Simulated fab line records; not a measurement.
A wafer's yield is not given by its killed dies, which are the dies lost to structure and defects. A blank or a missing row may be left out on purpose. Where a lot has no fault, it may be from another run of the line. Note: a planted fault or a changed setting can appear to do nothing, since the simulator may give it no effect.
Which of the tools did it? :: flow nand-harc :: 6 lots, 18 wafers sampled, at 3 steps of a route of 1302

WHAT THE GAUGES SHOWED, per wafer
NHARC_P_M1_CD_MEAS_09: target cd 130 nm.
lot: L215
measured: day 7 03:08
on: cd-sem-01
cd-nm (nm): 129.3 128.6 129.1

lot: L217
measured: day 7 15:52
on: cd-sem-02
cd-nm (nm): 128.9 129.4 129.8

lot: L221
measured: day 9 23:58
on: cd-sem-03
cd-nm (nm): 129.0 129.0 128.9

lot: L226
measured: day 11 13:07
on: cd-sem-02
cd-nm (nm): 143.6 144.1 143.9

lot: L229
measured: day 13 02:59
on: cd-sem-03
cd-nm (nm): 139.1 139.5 139.4

lot: L234
measured: day 14 20:16
on: cd-sem-02
cd-nm (nm): 129.8 130.0 129.7

WHAT TOOL EACH LOT RAN ON (gives the tool, then ch and the chambers of the sampled wafers, and finally the start)
lot: L215
NHARC_P_M0_PVD_20: pvd-sputter-01, day 7 01:52 or earlier
NHARC_P_M1_EXPOSE_06: arfi-scanner-02 ch 0, day 7 02:59

lot: L217
NHARC_P_M0_PVD_20: pvd-sputter-02, day 7 14:28 or earlier
NHARC_P_M1_EXPOSE_06: arfi-scanner-01 ch 0, day 7 15:44

lot: L221
NHARC_P_M0_PVD_20: pvd-sputter-01, day 9 22:34 or earlier
NHARC_P_M1_EXPOSE_06: arfi-scanner-01 ch 0, day 9 23:49

lot: L226
NHARC_P_M0_PVD_20: pvd-sputter-01, day 11 11:50 or earlier
NHARC_P_M1_EXPOSE_06: arfi-scanner-03 ch 0, day 11 12:58

lot: L229
NHARC_P_M0_PVD_20: pvd-sputter-03, day 13 01:43 or earlier
NHARC_P_M1_EXPOSE_06: arfi-scanner-03 ch 0, day 13 02:52

lot: L234
NHARC_P_M0_PVD_20: pvd-sputter-03, day 14 18:52 or earlier
NHARC_P_M1_EXPOSE_06: arfi-scanner-02 ch 0, day 14 20:08
- NHARC_P_M0_PVD_20: deposits TaN, target thk 5 nm, time 8.06 s.
- NHARC_P_M1_EXPOSE_06: exposes mask P M1, target cd 130 nm.

THE ANSWER, worked out from the rows above alone
Rule: the usual values come from the lots themselves. Put in order of their means at a reading, lots are off if they are a third of the lots or fewer, leave a main group of 4 or more, and stand apart from it by a gap of 3 or more times the standard deviation of the main group's means; of several such gaps the widest counts. If all means in a main group match to the digits the tables above print for the reading, that group is not used. Also off: a lot with no number at a reading for which 4 or more lots have one. Any other lot the step has rows for is counted as sound.
Off, at NHARC_P_M1_CD_MEAS_09 on cd-nm: L226, L229. For the main group the mean is 129.3 nm and the standard deviation 0.35.
A tool fits if, at a process step before that reading, it ran every lot that is off, and no sound lot after the first of them. Gauges at NHARC_P_M1_CD_MEAS_09: tried the same way as those tools. With no start given for some of its lots, NHARC_P_M0_PVD_20 uses the hours and lot order of NHARC_P_M0_INSPECT_27. One fits: arfi-scanner-03 at NHARC_P_M1_EXPOSE_06. It ran no sound lot before its first lot that is off in this sample, so the start can't be narrowed down.

WHAT THE SIMULATOR PUT IN
Process parameter drift: arfi-scanner-03, from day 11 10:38 on, at NHARC_P_M1_EXPOSE_06. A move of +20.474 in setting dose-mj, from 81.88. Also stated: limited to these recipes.
Lots struck among those shown: L226, L229. Same finding as the rule above.
